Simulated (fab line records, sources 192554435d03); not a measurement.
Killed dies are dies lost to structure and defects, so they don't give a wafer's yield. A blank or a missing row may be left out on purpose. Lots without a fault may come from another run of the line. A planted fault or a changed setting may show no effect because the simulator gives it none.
Chamber matching | flow n5_finfet | N5_BEOL_M5_CO_CAP_78 on cvd_co-01: 3 sister chambers
The step material Co, precursor CCTBA/H2, target thk 2 nm, time 102.1 s. 3 wafers are shown with their chamber, then 12 later ones without.

WAFERS WITH THEIR CHAMBER
wafer  | chamber | heater_power_w (W)
L092.2 | 0       | 208
L092.3 | 2       | 237
L092.4 | 1       | 244

WAFERS WITHOUT THEIR CHAMBER
wafer  | heater_power_w (W)
L089.1 | 241
L089.2 | 214
L089.4 | 211
L091.2 | 233
L091.3 | 249
L091.5 | 237
L096.3 | 233
L096.5 | 207
L096.6 | 235
L097.1 | 242
L097.3 | 215
L097.5 | 214

WHICH CHAMBER EACH WENT THROUGH
wafer  | from the rows above     | in truth
L089.1 | can't be placed: 1 or 2 | 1
L089.2 | 0                       | 0
L089.4 | 0                       | 0
L091.2 | can't be placed: 2 or 1 | 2
L091.3 | can't be placed: 1 or 2 | 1
L091.5 | can't be placed: 2 or 1 | 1
L096.3 | can't be placed: 2 or 1 | 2
L096.5 | 0                       | 0
L096.6 | can't be placed: 2 or 1 | 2
L097.1 | can't be placed: 1 or 2 | 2
L097.3 | 0                       | 0
L097.5 | 0                       | 0
Placed correctly: 5 of 12. Can't be placed from these rows: 7 (the true chamber is among the candidates in 7). Placed wrongly: 0.
How it was worked out, from the rows above alone: a wafer's distance from a chamber is the root of the sum, over the readings, of the square of ((its reading less the chamber's mean) divided by the reading's scatter). The wafer belongs to the nearest chamber; if the next one is less than 2 further off, it can't be placed. A chamber's mean is the mean of its shown wafers. The scatter: with one shown wafer a chamber, the root of the mean of the squares of how far each hidden wafer lies from its nearest shown one.
